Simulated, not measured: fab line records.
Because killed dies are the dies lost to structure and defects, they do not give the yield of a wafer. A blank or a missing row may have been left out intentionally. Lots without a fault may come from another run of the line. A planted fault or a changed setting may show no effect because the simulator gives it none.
fab line records    flow n5_finfet
record: lots: 24  wafers: 72  last_day: 17
route steps=1938 shown BEOL_M2@876
lots that met no fault: taken from a fault-free run of the same line
start_h: start of the lot's first displayed wafer, in hours after the record's first day    wait_h: how many hours have passed since the lot's step before this one    " unchanged from the row above    L1.1+2: a single row standing in for several wafers    - no value present, or no start provided    * or withheld: withheld    < > ~ a bound
route shown NAME@n: NAME is a module with steps in the file, n the number in the route of the first one    usual: mean/standard deviation taken from wafers without a fault    same: alike in all rows    chamber/n: place in a boat    sites: the reading at each site    _std_site: their standard deviation    _edge_site: outer sites' mean less inner sites'    radius_mm: how far each site lies from the wafer's centre    mask NAME#n: copy n    behind: the most recent tool/chamber to have shaped the wafer    hold: why the lot went on hold/how many hours it stayed there/how the hold came to an end    device: the transistor (n, p or np) that didn't switch    end of line: tests run on the same wafers once the route is complete    a step with no rows: only its recipe    killed: count of dies lost to structure and defects at first sort (not the wafer's yield)    map: dies across one wafer; x = killed, . = not, _ = none there
set.NAME: the run value of the setting; set.NAME@STEP: its run value at that earlier step    model.NAME: the simulator's own value behind a step, which no gauge read
route steps across a sampled set of lots; one table per step, one row per wafer
services: the hour from which a tool's chamber was out of use, counted from the record's first day as start_h (under 0 if before that day), plus the number of hours and why
== steps ==
step: N5_BEOL_M2_CD_MEAS_28
recipe: target_cd_nm: 26.2  landing_energy_ev: 500  detector: se_inlens  target_cd_y_nm: 24.1  polarity: opening
usual: cd_nm: 26.27/0.23
lot.wafer  tool       chamber  start_h  wait_h  cd_nm
L074.2     cd_sem-03  0        130.88   -       25.95
L074.5     "          0        "        "       26.11
L074.6     "          0        "        "       25.91
L075.3     cd_sem-03  0        145.23   -       26.35
L075.4     "          0        "        "       26.38
L075.5     "          0        "        "       26.27
L077.1     cd_sem-01  0        146.73   -       26.13
L077.3     "          0        "        "       26.27
L077.5     "          0        "        "       26.31
L076.2     cd_sem-03  0        149.28   -       26.54
L076.4     "          0        "        "       26.15
L076.6     "          0        "        "       26.21
L079.1     cd_sem-02  0        163.07   -       26.73
L079.4     "          0        "        "       26.14
L079.6     "          0        "        "       26.77
L078.1     cd_sem-01  0        168.94   -       26.42
L078.3     "          0        "        "       26.41
L078.6     "          0        "        "       26.34
L080.1     cd_sem-02  0        169.12   -       26.09
L080.3     "          0        "        "       26.47
L080.6     "          0        "        "       26.15
L081.1     cd_sem-01  0        170.54   -       26.26
L081.4     "          0        "        "       26.18
L081.6     "          0        "        "       26.30
L082.1     cd_sem-02  0        176.62   -       26.79
L082.4     "          0        "        "       26.25
L082.6     "          0        "        "       25.97
L083.1     cd_sem-01  0        189.65   -       26.29
L083.2     "          0        "        "       26.16
L083.4     "          0        "        "       26.07
L084.3     cd_sem-03  0        191.38   -       26.18
L084.5     "          0        "        "       25.97
L084.6     "          0        "        "       26.19
L085.2     cd_sem-03  0        200.13   -       26.38
L085.4     "          0        "        "       26.51
L085.6     "          0        "        "       26.50
L086.1     cd_sem-01  0        202.96   -       26.21
L086.2     "          0        "        "       25.95
L086.4     "          0        "        "       26.12
L087.2     cd_sem-02  0        219.08   -       26.62
L087.5     "          0        "        "       26.79
L087.6     "          0        "        "       26.18
L088.2     cd_sem-03  0        227.63   -       26.40
L088.3     "          0        "        "       25.89
L088.5     "          0        "        "       26.28
L090.1     cd_sem-03  0        231.91   -       26.29
L090.3     "          0        "        "       25.81
L090.6     "          0        "        "       26.27
L089.2     cd_sem-01  0        235.19   -       26.23
L089.3     "          0        "        "       26.16
L089.6     "          0        "        "       26.21
L091.4     cd_sem-02  0        238.14   -       26.12
L091.5     "          0        "        "       26.33
L091.6     "          0        "        "       26.20
L092.1     cd_sem-01  0        243.85   -       26.50
L092.4     "          0        "        "       26.34
L092.6     "          0        "        "       26.03
L093.1     cd_sem-01  0        252.83   -       25.94
L093.4     "          0        "        "       26.29
L093.5     "          0        "        "       26.46
L094.2     cd_sem-01  0        254.90   -       26.37
L094.3     "          0        "        "       26.22
L094.4     "          0        "        "       26.14
L095.1     cd_sem-01  0        260.56   -       26.35
L095.3     "          0        "        "       25.80
L095.4     "          0        "        "       26.50
L096.2     cd_sem-01  0        267.14   -       26.34
L096.3     "          0        "        "       26.16
L096.6     "          0        "        "       25.93
L097.1     cd_sem-02  0        275.18   -       26.24
L097.4     "          0        "        "       26.15
L097.5     "          0        "        "       25.89
step: N5_BEOL_M2_STRIP_36
recipe: chemistry: N2/H2  power_w: 450  temp_c: 40  pressure_mtorr: 20  rf_frequency_hz: 6e+07  overash_fraction: 0.3  bias_power_w: 7  h2_frac: 0.5  n2_flow_sccm: 200  h2_flow_sccm: 200
usual: drypump_motor_current_A: 5.9/0.5  h2_flow_sccm: 200.0/0.64  oes_product_au: 0.81/0.079  rf_vpp_V: 59.1/1.4  showerhead_plenum_p_Torr: 2.53/0.084  throttle_valve_pct: 23.68/0.29
same: overash_fraction: 0.3
lot.wafer  tool         chamber  start_h  wait_h  drypump_motor_current_A  h2_flow_sccm  oes_product_au  rf_hours_counter_h  rf_vpp_V  showerhead_plenum_p_Torr  throttle_valve_pct
L074.2     rie_diel-06  0        137.83   0.0     6.8                      201.5         0.79            99                  58.6      2.46                      23.20
L074.5     "            2        "        "       6.0                      200.3         0.73            -                   58.6      2.44                      23.32
L074.6     "            3        "        "       4.9                      199.6         0.82            -                   60.6      2.58                      24.03
L075.3     rie_diel-02  0        147.59   0.0     5.2                      199.6         0.91            20                  61.2      2.49                      23.53
L075.4     "            1        "        "       5.5                      199.6         0.71            204                 60.9      2.63                      23.93
L075.5     "            3        "        "       5.1                      201.2         0.69            -                   60.4      2.52                      24.38
L077.1     rie_diel-06  0        147.76   0.0     6.8                      198.3         0.79            101                 56.6      2.46                      23.22
L077.3     "            2        "        "       5.9                      201.0         0.74            146                 57.9      2.43                      23.34
L077.5     "            1        "        "       5.7                      199.3         0.77            -                   61.3      2.66                      24.07
L076.2     rie_diel-04  3        151.14   0.0     6.0                      199.4         0.86            46                  57.7      2.69                      23.54
L076.4     "            3        "        "       6.0                      200.5         0.85            -                   60.5      2.69                      23.50
L076.6     "            1        "        "       5.9                      200.5         0.65            -                   59.5      2.50                      23.80
L079.1     rie_diel-04  0        164.09   0.0     6.5                      200.5         0.69            240                 57.0      2.49                      23.58
L079.4     "            3        "        "       6.0                      199.8         0.85            -                   59.8      2.69                      23.55
L079.6     "            0        "        "       6.5                      199.4         0.69            -                   57.2      2.49                      23.59
L080.1     rie_diel-02  1        169.71   0.0     5.5                      199.4         0.70            212                 59.8      2.63                      24.01
L080.3     "            0        "        "       5.3                      200.4         0.90            28                  57.7      2.49                      23.54
L080.6     "            0        "        "       5.2                      200.6         0.89            -                   59.1      2.49                      23.51
L078.1     rie_diel-04  2        173.90   0.0     5.9                      199.7         0.83            68                  58.6      2.47                      23.77
L078.3     "            0        "        "       6.6                      199.8         0.68            245                 60.1      2.49                      23.60
L078.6     "            1        "        "       6.0                      200.2         0.99            -                   57.4      2.50                      23.56
L081.1     rie_diel-06  2        173.96   0.0     6.0                      199.0         0.74            156                 58.5      2.43                      23.33
L081.4     "            1        "        "       5.7                      198.6         0.75            140                 59.8      2.65                      24.11
L081.6     "            1        "        "       5.7                      200.0         0.74            -                   59.7      2.65                      24.12
L082.1     rie_diel-02  2        179.21   0.0     6.5                      199.7         0.84            88                  60.5      2.57                      23.77
L082.4     "            0        "        "       5.3                      199.6         0.88            31                  60.0      2.49                      23.54
L082.6     "            3        "        "       5.1                      198.7         0.68            -                   60.6      2.51                      24.39
L083.1     rie_diel-04  3        192.49   0.0     6.0                      200.1         0.85            63                  60.0      2.69                      23.56
L083.2     "            2        "        "       5.9                      199.2         0.83            75                  59.5      2.46                      23.76
L083.4     "            1        "        "       6.0                      200.1         0.95            -                   56.4      2.49                      23.54
L084.3     rie_diel-04  3        192.86   0.0     6.0                      200.4         0.84            63                  57.0      2.69                      23.57
L084.5     "            2        "        "       5.9                      200.2         0.83            -                   57.5      2.46                      23.78
L084.6     "            1        "        "       5.9                      200.7         0.94            -                   61.0      2.50                      23.54
L085.2     rie_diel-06  3        202.82   0.0     4.9                      199.9         0.81            103                 62.0      2.56                      24.04
L085.4     "            2        "        "       6.0                      200.1         0.73            168                 56.1      2.43                      23.34
L085.6     "            2        "        "       5.9                      200.0         0.72            -                   59.2      2.43                      23.36
L086.1     rie_diel-04  2        205.11   0.0     5.9                      201.1         0.81            82                  56.9      2.46                      23.79
L086.2     "            3        "        "       6.1                      199.4         0.84            71                  59.4      2.68                      23.59
L086.4     "            1        "        "       6.0                      200.2         0.94            -                   59.4      2.49                      23.56
L087.2     rie_diel-04  2        225.89   0.0     5.9                      198.5         0.81            89                  59.1      2.46                      23.79
L087.5     "            2        "        "       5.9                      198.9         0.81            -                   59.3      2.46                      23.80
L087.6     "            1        "        "       5.9                      200.8         0.90            -                   59.8      2.49                      23.57
L088.2     rie_diel-06  0        230.07   0.0     6.9                      199.1         0.77            127                 59.1      2.45                      23.27
L088.3     "            2        "        "       6.0                      199.5         0.71            177                 56.4      2.42                      23.37
L088.5     "            3        "        "       4.9                      199.4         0.80            -                   58.7      2.56                      24.08
L090.1     rie_diel-04  0        233.35   0.0     6.5                      200.4         0.95            10                  59.9      2.48                      23.33
L090.3     "            1        "        "       6.0                      199.3         0.90            23                  57.6      2.49                      23.55
L090.6     "            0        "        "       6.5                      200.8         0.94            -                   58.1      2.48                      23.29
L089.2     rie_diel-04  3        236.53   0.0     6.0                      200.2         0.82            82                  59.7      2.68                      23.58
L089.3     "            2        "        "       5.9                      198.8         0.81            93                  58.2      2.46                      23.81
L089.6     "            2        "        "       5.8                      199.2         0.82            -                   57.6      2.46                      23.80
L091.4     rie_diel-06  2        239.10   0.0     6.0                      199.1         0.72            180                 58.3      2.42                      23.36
L091.5     "            3        "        "       4.9                      200.3         0.77            -                   57.9      2.56                      24.07
L091.6     "            0        "        "       6.9                      200.5         0.76            -                   62.0      2.44                      23.27
L092.1     rie_diel-02  1        247.48   0.0     5.5                      200.3         0.69            233                 60.1      2.62                      23.97
L092.4     "            0        "        "       5.3                      200.0         0.85            49                  59.4      2.48                      23.55
L092.6     "            2        "        "       6.5                      200.4         0.80            -                   59.3      2.56                      23.77
L093.1     rie_diel-02  2        254.26   0.0     6.5                      200.1         0.80            110                 57.2      2.56                      23.80
L093.4     "            1        "        "       5.5                      199.4         0.70            -                   62.3      2.62                      23.96
L093.5     "            2        "        "       6.4                      200.8         0.80            -                   58.5      2.56                      23.79
L094.2     rie_diel-04  0        258.19   0.0     6.5                      199.8         0.93            20                  57.5      2.48                      23.30
L094.3     "            1        "        "       6.0                      199.8         0.89            33                  60.3      2.48                      23.58
L094.4     "            2        "        "       5.9                      200.2         0.80            101                 58.6      2.45                      23.83
L095.1     rie_diel-04  2        268.63   0.0     5.8                      199.6         0.79            104                 57.5      2.45                      23.84
L095.3     "            3        "        "       6.0                      200.7         0.80            93                  63.3      2.67                      23.60
L095.4     "            1        "        "       6.0                      200.6         0.89            37                  60.2      2.48                      23.60
L096.2     rie_diel-04  1        274.22   0.0     6.0                      201.4         0.88            38                  59.9      2.48                      23.57
L096.3     "            2        "        "       5.8                      199.9         0.80            105                 60.2      2.45                      23.83
L096.6     "            0        "        "       6.5                      199.8         0.92            -                   57.7      2.48                      23.33
L097.1     rie_diel-04  2        277.51   0.0     5.9                      200.4         0.79            107                 60.2      2.45                      23.82
L097.4     "            3        "        "       6.0                      200.7         0.80            96                  59.2      2.67                      23.63
L097.5     "            1        "        "       6.0                      200.6         0.88            -                   61.4      2.48                      23.60
step: N5_BEOL_M2_TRENCH_ETCH_37
recipe: chemistry: C4F6/O2  target_depth_a: 555.55  target: SiOC  time_s: 29.2  ion_energy_ev: 250  pressure_mtorr: 30  source_w: 355  bias_w: 185  Ar_flow_sccm: 300  C4F6_flow_sccm: 10  O2_flow_sccm: 10
usual: drypump_motor_current_A: 5.9/0.5  oes_product_au: 0.81/0.082  rf_vpp_V: 669/5.8  showerhead_plenum_p_Torr: 2.84/0.089  throttle_valve_pct: 20.84/0.23
lot.wafer  tool         chamber  start_h  wait_h  drypump_motor_current_A  oes_product_au  rf_hours_counter_h  rf_vpp_V  showerhead_plenum_p_Torr  throttle_valve_pct
L074.2     rie_diel-06  0        -        -       6.8                      0.79            99                  668       2.74                      20.46
L074.5     "            2        "        "       6.0                      0.73            -                   671       2.74                      20.65
L074.6     "            3        "        "       4.9                      0.82            -                   675       2.88                      20.89
L075.3     rie_diel-02  0        -        -       5.2                      0.92            20                  660       2.78                      20.34
L075.4     "            1        "        "       5.5                      0.71            204                 669       2.93                      21.05
L075.5     "            3        "        "       5.1                      0.67            -                   661       2.81                      21.33
L077.1     rie_diel-06  0        -        -       6.8                      0.79            101                 668       2.74                      20.46
L077.3     "            2        "        "       5.9                      0.74            146                 673       2.74                      20.69
L077.5     "            1        "        "       5.7                      0.77            -                   674       2.97                      21.19
L076.2     rie_diel-04  3        -        -       6.0                      0.86            46                  677       3.01                      20.69
L076.4     "            3        "        "       6.0                      0.85            -                   676       3.01                      20.70
L076.6     "            1        "        "       5.9                      0.67            -                   664       2.79                      21.07
L079.1     rie_diel-04  0        -        -       6.5                      0.68            240                 662       2.82                      21.06
L079.4     "            3        "        "       6.0                      0.85            -                   677       3.00                      20.69
L079.6     "            0        "        "       6.5                      0.68            -                   661       2.82                      21.06
L080.1     rie_diel-02  1        -        -       5.5                      0.70            212                 670       2.93                      21.08
L080.3     "            0        "        "       5.3                      0.89            28                  661       2.78                      20.33
L080.6     "            0        "        "       5.2                      0.90            -                   661       2.78                      20.32
L078.1     rie_diel-04  2        -        -       5.8                      0.83            68                  674       2.77                      20.88
L078.3     "            0        "        "       6.5                      0.68            245                 662       2.81                      21.07
L078.6     "            1        "        "       6.0                      0.99            -                   664       2.79                      20.72
L081.1     rie_diel-06  2        -        -       5.9                      0.72            156                 672       2.74                      20.69
L081.4     "            1        "        "       5.7                      0.74            140                 675       2.96                      21.19
L081.6     "            1        "        "       5.7                      0.75            -                   673       2.96                      21.20
L082.1     rie_diel-02  2        -        -       6.4                      0.83            88                  670       2.88                      21.01
L082.4     "            0        "        "       5.3                      0.89            31                  661       2.78                      20.34
L082.6     "            3        "        "       5.1                      0.67            -                   659       2.81                      21.34
L083.1     rie_diel-04  3        -        -       6.0                      0.83            63                  676       3.00                      20.71
L083.2     "            2        "        "       5.9                      0.81            75                  676       2.76                      20.89
L083.4     "            1        "        "       5.9                      0.95            -                   664       2.79                      20.74
L084.3     rie_diel-04  3        -        -       6.0                      0.83            63                  677       3.00                      20.73
L084.5     "            2        "        "       5.9                      0.81            -                   673       2.76                      20.88
L084.6     "            1        "        "       5.9                      0.96            -                   664       2.79                      20.73
L085.2     rie_diel-06  3        -        -       4.9                      0.79            103                 676       2.86                      20.96
L085.4     "            2        "        "       6.0                      0.72            168                 674       2.73                      20.70
L085.6     "            2        "        "       6.0                      0.72            -                   672       2.73                      20.71
L086.1     rie_diel-04  2        -        -       5.9                      0.81            82                  673       2.76                      20.89
L086.2     "            3        "        "       6.0                      0.83            71                  677       2.99                      20.74
L086.4     "            1        "        "       5.9                      0.92            -                   664       2.79                      20.75
L087.2     rie_diel-04  2        -        -       5.9                      0.82            89                  673       2.76                      20.90
L087.5     "            2        "        "       5.9                      0.81            -                   673       2.76                      20.93
L087.6     "            1        "        "       5.9                      0.93            -                   663       2.79                      20.76
L088.2     rie_diel-06  0        -        -       6.8                      0.75            127                 668       2.73                      20.49
L088.3     "            2        "        "       6.0                      0.71            177                 670       2.73                      20.73
L088.5     "            3        "        "       5.0                      0.78            -                   675       2.86                      20.96
L090.1     rie_diel-04  0        -        -       6.5                      0.95            10                  662       2.81                      20.74
L090.3     "            1        "        "       5.9                      0.91            23                  663       2.78                      20.75
L090.6     "            0        "        "       6.5                      0.94            -                   662       2.81                      20.74
L089.2     rie_diel-04  3        -        -       6.1                      0.82            82                  675       2.99                      20.75
L089.3     "            2        "        "       5.9                      0.81            93                  673       2.76                      20.93
L089.6     "            2        "        "       5.8                      0.80            -                   674       2.76                      20.91
L091.4     rie_diel-06  2        -        -       5.9                      0.70            180                 671       2.73                      20.72
L091.5     "            3        "        "       4.9                      0.78            -                   675       2.86                      20.96
L091.6     "            0        "        "       6.8                      0.76            -                   666       2.73                      20.51
L092.1     rie_diel-02  1        -        -       5.5                      0.68            233                 670       2.92                      21.07
L092.4     "            0        "        "       5.2                      0.86            49                  662       2.77                      20.38
L092.6     "            2        "        "       6.5                      0.81            -                   669       2.87                      21.05
L093.1     rie_diel-02  2        -        -       6.5                      0.81            110                 669       2.87                      21.05
L093.4     "            1        "        "       5.5                      0.68            -                   668       2.92                      21.09
L093.5     "            2        "        "       6.5                      0.80            -                   670       2.87                      21.07
L094.2     rie_diel-04  0        -        -       6.5                      0.92            20                  664       2.80                      20.76
L094.3     "            1        "        "       5.9                      0.89            33                  665       2.78                      20.78
L094.4     "            2        "        "       5.9                      0.79            101                 674       2.75                      20.93
L095.1     rie_diel-04  2        -        -       5.9                      0.79            104                 672       2.75                      20.92
L095.3     "            3        "        "       6.0                      0.80            93                  676       2.98                      20.76
L095.4     "            1        "        "       5.9                      0.88            37                  664       2.78                      20.79
L096.2     rie_diel-04  1        -        -       5.9                      0.88            38                  662       2.78                      20.78
L096.3     "            2        "        "       5.8                      0.78            105                 673       2.75                      20.94
L096.6     "            0        "        "       6.5                      0.90            -                   663       2.80                      20.77
L097.1     rie_diel-04  2        -        -       5.8                      0.79            108                 673       2.75                      20.93
L097.4     "            3        "        "       6.0                      0.80            96                  676       2.98                      20.79
L097.5     "            1        "        "       5.9                      0.89            -                   664       2.78                      20.81
step: N5_BEOL_M2_DEGAS_44
recipe: ambient: vacuum  temp_c: 250  time_s: 60
usual: heater_power_w: 344/34
lot.wafer  tool            chamber  start_h  wait_h  heater_power_w
L074.2     pvd_sputter-01  -        138.39   0.2     323
L074.5     "               -        "        "       294
L074.6     "               -        "        "       375
L075.3     pvd_sputter-02  -        148.28   0.3     318
L075.4     "               -        "        "       369
L075.5     "               -        "        "       326
L077.1     pvd_sputter-01  -        148.31   0.2     370
L077.3     "               -        "        "       287
L077.5     "               -        "        "       377
L076.2     pvd_sputter-03  -        151.72   0.2     297
L076.4     "               -        "        "       358
L076.6     "               -        "        "       373
L079.1     pvd_sputter-03  -        165.06   0.6     352
L079.4     "               -        "        "       310
L079.6     "               -        "        "       353
L080.1     pvd_sputter-03  -        170.24   0.2     313
L080.3     "               -        "        "       362
L080.6     "               -        "        "       387
L078.1     pvd_sputter-01  -        174.79   0.5     363
L078.3     "               -        "        "       320
L078.6     "               -        "        "       284
L081.1     pvd_sputter-02  -        174.86   0.5     398
L081.4     "               -        "        "       323
L081.6     "               -        "        "       302
L082.1     pvd_sputter-03  -        179.66   0.1     303
L082.4     "               -        "        "       378
L082.6     "               -        "        "       387
L083.1     pvd_sputter-01  -        192.98   0.1     324
L083.2     "               -        "        "       379
L083.4     "               -        "        "       281
L084.3     pvd_sputter-01  -        193.27   0.1     368
L084.5     "               -        "        "       362
L084.6     "               -        "        "       329
L085.2     pvd_sputter-02  -        203.33   0.2     391
L085.4     "               -        "        "       366
L085.6     "               -        "        "       388
L086.1     pvd_sputter-03  -        205.75   0.3     295
L086.2     "               -        "        "       382
L086.4     "               -        "        "       306
L087.2     pvd_sputter-02  -        226.65   0.4     305
L087.5     "               -        "        "       309
L087.6     "               -        "        "       324
L088.2     pvd_sputter-02  -        230.85   0.4     392
L088.3     "               -        "        "       374
L088.5     "               -        "        "       305
L090.1     pvd_sputter-02  -        233.79   0.1     299
L090.3     "               -        "        "       323
L090.6     "               -        "        "       378
L089.2     pvd_sputter-01  -        237.07   0.2     319
L089.3     "               -        "        "       369
L089.6     "               -        "        "       382
L091.4     pvd_sputter-02  -        239.58   0.1     394
L091.5     "               -        "        "       328
L091.6     "               -        "        "       378
L092.1     pvd_sputter-03  -        248.05   0.2     356
L092.4     "               -        "        "       387
L092.6     "               -        "        "       311
L093.1     pvd_sputter-02  -        255.27   0.7     303
L093.4     "               -        "        "       357
L093.5     "               -        "        "       324
L094.2     pvd_sputter-02  -        258.91   0.4     392
L094.3     "               -        "        "       355
L094.4     "               -        "        "       316
L095.1     pvd_sputter-03  -        269.19   0.2     384
L095.3     "               -        "        "       308
L095.4     "               -        "        "       312
L096.2     pvd_sputter-02  -        274.85   0.3     327
L096.3     "               -        "        "       364
L096.6     "               -        "        "       300
L097.1     pvd_sputter-02  -        278.40   0.5     381
L097.4     "               -        "        "       303
L097.5     "               -        "        "       396
step: N5_BEOL_M2_ANNEAL_80
recipe: temp_c: 400  time_s: 240  ambient: vacuum
usual: heater_power_w: 851/88  susceptor_temp_C_max: 401.1/0.35
lot.wafer  tool            chamber  start_h  wait_h  heater_power_w  susceptor_temp_C_max
L074.2     pvd_sputter-03  -        139.55   0.0     864             401.2
L074.5     "               -        "        "       908             401.8
L074.6     "               -        "        "       771             400.9
L075.3     pvd_sputter-03  -        149.24   0.0     971             401.0
L075.4     "               -        "        "       771             400.4
L075.5     "               -        "        "       745             401.0
L077.1     pvd_sputter-02  -        149.49   0.0     922             401.4
L077.3     "               -        "        "       808             401.4
L077.5     "               -        "        "       755             400.5
L076.2     pvd_sputter-02  -        152.63   0.0     903             401.1
L076.4     "               -        "        "       963             400.9
L076.6     "               -        "        "       800             401.4
L079.1     pvd_sputter-03  -        167.90   0.0     982             400.4
L079.4     "               -        "        "       968             401.2
L079.6     "               -        "        "       891             401.3
L080.1     pvd_sputter-03  -        172.83   0.0     751             401.5
L080.3     "               -        "        "       977             400.7
L080.6     "               -        "        "       875             400.9
L078.1     pvd_sputter-03  -        175.80   0.0     963             402.4
L078.3     "               -        "        "       791             401.5
L078.6     "               -        "        "       835             401.0
L081.1     pvd_sputter-03  -        177.64   0.0     755             400.9
L081.4     "               -        "        "       965             400.9
L081.6     "               -        "        "       706             400.8
L082.1     pvd_sputter-02  -        180.65   0.0     787             401.8
L082.4     "               -        "        "       760             400.9
L082.6     "               -        "        "       765             400.9
L083.1     pvd_sputter-02  -        193.95   0.0     970             400.8
L083.2     "               -        "        "       919             401.7
L083.4     "               -        "        "       796             401.6
L084.3     pvd_sputter-01  -        194.23   0.0     919             401.6
L084.5     "               -        "        "       930             401.2
L084.6     "               -        "        "       713             401.0
L085.2     pvd_sputter-01  -        204.76   0.0     717             401.3
L085.4     "               -        "        "       821             400.3
L085.6     "               -        "        "       939             401.2
L086.1     pvd_sputter-01  -        206.84   0.0     926             401.1
L086.2     "               -        "        "       714             400.8
L086.4     "               -        "        "       924             401.4
L087.2     pvd_sputter-02  -        227.75   0.0     974             401.1
L087.5     "               -        "        "       899             401.6
L087.6     "               -        "        "       952             401.1
L088.2     pvd_sputter-01  -        232.02   0.0     924             401.2
L088.3     "               -        "        "       709             400.3
L088.5     "               -        "        "       805             400.8
L090.1     pvd_sputter-03  -        235.06   0.0     970             401.4
L090.3     "               -        "        "       878             401.0
L090.6     "               -        "        "       866             401.0
L089.2     pvd_sputter-01  -        238.13   0.0     916             401.1
L089.3     "               -        "        "       958             401.0
L089.6     "               -        "        "       813             400.5
L091.4     pvd_sputter-01  -        240.75   0.0     929             401.3
L091.5     "               -        "        "       713             400.7
L091.6     "               -        "        "       932             401.4
L092.1     pvd_sputter-01  -        248.99   0.0     818             400.9
L092.4     "               -        "        "       912             401.5
L092.6     "               -        "        "       735             400.5
L093.1     pvd_sputter-01  -        257.41   0.0     710             401.0
L093.4     "               -        "        "       825             400.7
L093.5     "               -        "        "       811             400.6
L094.2     pvd_sputter-02  -        259.96   0.0     899             401.5
L094.3     "               -        "        "       804             401.7
L094.4     "               -        "        "       983             401.3
L095.1     pvd_sputter-01  -        270.18   0.0     930             401.4
L095.3     "               -        "        "       818             400.7
L095.4     "               -        "        "       907             400.7
L096.2     pvd_sputter-03  -        275.79   0.0     979             401.5
L096.3     "               -        "        "       744             400.7
L096.6     "               -        "        "       761             400.5
L097.1     pvd_sputter-03  -        280.69   0.0     876             400.9
L097.4     "               -        "        "       802             401.1
L097.5     "               -        "        "       964             401.2
step: N5_BEOL_M2_ANNEAL_91
recipe: temp_c: 400  time_s: 240  ambient: vacuum
usual: heater_power_w: 851/85  susceptor_temp_C_max: 401.1/0.37
lot.wafer  tool            chamber  start_h  wait_h  heater_power_w  susceptor_temp_C_max
L074.2     pvd_sputter-03  -        140.43   0.0     895             400.7
L074.5     "               -        "        "       865             400.9
L074.6     "               -        "        "       764             401.5
L075.3     pvd_sputter-03  -        150.12   0.0     966             401.0
L075.4     "               -        "        "       755             400.8
L075.5     "               -        "        "       738             401.3
L077.1     pvd_sputter-02  -        150.37   0.0     906             401.4
L077.3     "               -        "        "       822             401.7
L077.5     "               -        "        "       753             400.5
L076.2     pvd_sputter-02  -        153.51   0.0     928             400.8
L076.4     "               -        "        "       984             400.6
L076.6     "               -        "        "       795             401.6
L079.1     pvd_sputter-03  -        168.78   0.0     976             400.9
L079.4     "               -        "        "       979             400.8
L079.6     "               -        "        "       878             401.7
L080.1     pvd_sputter-03  -        173.71   0.0     775             401.2
L080.3     "               -        "        "       967             401.2
L080.6     "               -        "        "       866             401.3
L078.1     pvd_sputter-03  -        176.68   0.0     966             401.2
L078.3     "               -        "        "       755             400.9
L078.6     "               -        "        "       880             401.7
L081.1     pvd_sputter-03  -        178.52   0.0     778             401.0
L081.4     "               -        "        "       941             401.4
L081.6     "               -        "        "       745             401.1
L082.1     pvd_sputter-02  -        181.53   0.0     823             402.1
L082.4     "               -        "        "       747             401.2
L082.6     "               -        "        "       761             401.0
L083.1     pvd_sputter-02  -        194.83   0.0     983             401.0
L083.2     "               -        "        "       910             401.1
L083.4     "               -        "        "       808             401.7
L084.3     pvd_sputter-01  -        195.11   0.0     918             400.5
L084.5     "               -        "        "       945             401.0
L084.6     "               -        "        "       724             401.0
L085.2     pvd_sputter-01  -        205.64   0.0     757             400.9
L085.4     "               -        "        "       808             401.2
L085.6     "               -        "        "       913             401.2
L086.1     pvd_sputter-01  -        207.72   0.0     922             401.1
L086.2     "               -        "        "       734             400.7
L086.4     "               -        "        "       909             401.4
L087.2     pvd_sputter-02  -        228.63   0.0     972             401.0
L087.5     "               -        "        "       893             401.5
L087.6     "               -        "        "       958             400.8
L088.2     pvd_sputter-01  -        232.90   0.0     932             400.6
L088.3     "               -        "        "       697             400.4
L088.5     "               -        "        "       820             400.8
L090.1     pvd_sputter-03  -        235.94   0.0     959             401.0
L090.3     "               -        "        "       874             401.5
L090.6     "               -        "        "       863             401.5
L089.2     pvd_sputter-01  -        239.01   0.0     909             400.7
L089.3     "               -        "        "       923             400.9
L089.6     "               -        "        "       821             400.6
L091.4     pvd_sputter-01  -        241.63   0.0     944             401.4
L091.5     "               -        "        "       725             400.7
L091.6     "               -        "        "       961             401.3
L092.1     pvd_sputter-01  -        249.87   0.0     817             400.6
L092.4     "               -        "        "       918             401.0
L092.6     "               -        "        "       722             400.7
L093.1     pvd_sputter-01  -        258.29   0.0     731             401.0
L093.4     "               -        "        "       810             400.6
L093.5     "               -        "        "       837             400.3
L094.2     pvd_sputter-02  -        260.95   0.0     906             401.2
L094.3     "               -        "        "       799             401.4
L094.4     "               -        "        "       945             401.1
L095.1     pvd_sputter-01  -        271.06   0.0     929             401.2
L095.3     "               -        "        "       825             400.6
L095.4     "               -        "        "       925             400.8
L096.2     pvd_sputter-03  -        276.67   0.0     956             401.5
L096.3     "               -        "        "       719             400.9
L096.6     "               -        "        "       742             400.5
L097.1     pvd_sputter-03  -        281.57   0.0     887             400.9
L097.4     "               -        "        "       768             401.1
L097.5     "               -        "        "       965             401.2
== services ==
tool            chamber  start_h  hours  kind
pvd_sputter-02  -        125.20   3.7    repair
rie_diel-04     1        151.30   -      clean
rie_diel-04     1        151.30   -      consumable_replace:focus_ring
rie_diel-04     1        151.30   20.6   scheduled_down
rie_diel-04     1        151.30   20.6   vent_cycle
rie_diel-06     2        154.30   2.7    repair
rie_diel-02     -        187.98   14.6   pm
rie_diel-04     0        191.11   -      clean
rie_diel-04     0        191.11   -      consumable_replace:focus_ring
rie_diel-04     0        191.11   17.0   scheduled_down
rie_diel-04     0        191.11   17.0   vent_cycle
rie_diel-04     1        209.25   5.5    repair
rie_diel-04     0        234.06   1.5    repair
rie_diel-02     3        252.44   -      clean
rie_diel-02     3        252.44   -      consumable_replace:focus_ring
rie_diel-02     3        252.44   23.4   scheduled_down
rie_diel-02     3        252.44   23.4   vent_cycle
== key ==
fault none
